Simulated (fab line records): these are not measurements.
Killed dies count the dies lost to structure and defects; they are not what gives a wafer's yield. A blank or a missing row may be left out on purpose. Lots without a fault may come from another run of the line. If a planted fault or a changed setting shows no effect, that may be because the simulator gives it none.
Chamber matching :: flow n5Finfet :: N5_MOL_CONTACT_COAG_CMP_28 on cmp-03: 4 sister chambers
The step polishes, stops on SiNx, t overpolish 0.85 s, target thk 14.522 nm. 8 wafers are shown with their chamber, then 12 later ones without.

## WAFERS PAIRED WITH THEIR CHAMBERS
wafer: L079.3
chamber: 0
motorCurrentA (A): 10.8
timeToEndpointS (s): 5.0

wafer: L086.3
chamber: 1
motorCurrentA (A): 13.9
timeToEndpointS (s): 3.8

wafer: L086.5
chamber: 2
motorCurrentA (A): 12.9
timeToEndpointS (s): 7.6

wafer: L089.1
chamber: 1
motorCurrentA (A): 14.5
timeToEndpointS (s): 4.1

wafer: L089.5
chamber: 2
motorCurrentA (A): 13.1
timeToEndpointS (s): 5.3

wafer: L090.2
chamber: 3
motorCurrentA (A): 13.9
timeToEndpointS (s): 3.8

wafer: L090.4
chamber: 0
motorCurrentA (A): 11.0
timeToEndpointS (s): 6.4

wafer: L090.6
chamber: 3
motorCurrentA (A): 14.4
timeToEndpointS (s): 3.4

## WAFERS WITH NO CHAMBER GIVEN
wafer: L091.1
motorCurrentA (A): 13.8
timeToEndpointS (s): 3.3

wafer: L091.5
motorCurrentA (A): 13.9
timeToEndpointS (s): 2.6

wafer: L091.6
motorCurrentA (A): 11.7
timeToEndpointS (s): 8.0

wafer: L092.4
motorCurrentA (A): 12.4
timeToEndpointS (s): 7.9

wafer: L092.5
motorCurrentA (A): 14.2
timeToEndpointS (s): 6.2

wafer: L092.6
motorCurrentA (A): 12.6
timeToEndpointS (s): 6.0

wafer: L093.2
motorCurrentA (A): 13.3
timeToEndpointS (s): 3.7

wafer: L093.4
motorCurrentA (A): 11.5
timeToEndpointS (s): 7.8

wafer: L093.5
motorCurrentA (A): 12.8
timeToEndpointS (s): 6.1

wafer: L094.2
motorCurrentA (A): 13.7
timeToEndpointS (s): 2.4

wafer: L094.4
motorCurrentA (A): 13.0
timeToEndpointS (s): 6.4

wafer: L094.6
motorCurrentA (A): 11.8
timeToEndpointS (s): 6.8

## WHICH CHAMBER EACH ONE RAN IN
wafer: L091.1
from the rows above: can't be placed: 3 or 1
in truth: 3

wafer: L091.5
from the rows above: can't be placed: 3 or 1
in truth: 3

wafer: L091.6
from the rows above: can't be placed: 0 or 2
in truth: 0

wafer: L092.4
from the rows above: 2
in truth: 2

wafer: L092.5
from the rows above: can't be placed: 1 or 3 or 2
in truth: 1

wafer: L092.6
from the rows above: 2
in truth: 2

wafer: L093.2
from the rows above: can't be placed: 3 or 2 or 1
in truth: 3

wafer: L093.4
from the rows above: 0
in truth: 0

wafer: L093.5
from the rows above: 2
in truth: 2

wafer: L094.2
from the rows above: can't be placed: 3 or 1
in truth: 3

wafer: L094.4
from the rows above: 2
in truth: 2

wafer: L094.6
from the rows above: can't be placed: 0 or 2
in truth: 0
Placed correctly: 5 of 12. These rows do not allow placing 7 (true chamber among the candidates in 7). Placed wrongly: 0.
How it was worked out, from the rows above alone: a wafer's distance from a chamber is the root of the sum, over the readings, of the square of ((its reading less the chamber's mean) divided by the reading's scatter). If the next closest chamber is less than 2 further off than the closest, the wafer can't be placed; otherwise it belongs to the closest. A chamber's mean is the mean of its shown wafers. How the scatter is found: for the shown wafers, subtract from each reading the mean of its chamber, square and add these, divide the total by (wafers less chambers), then take the root.
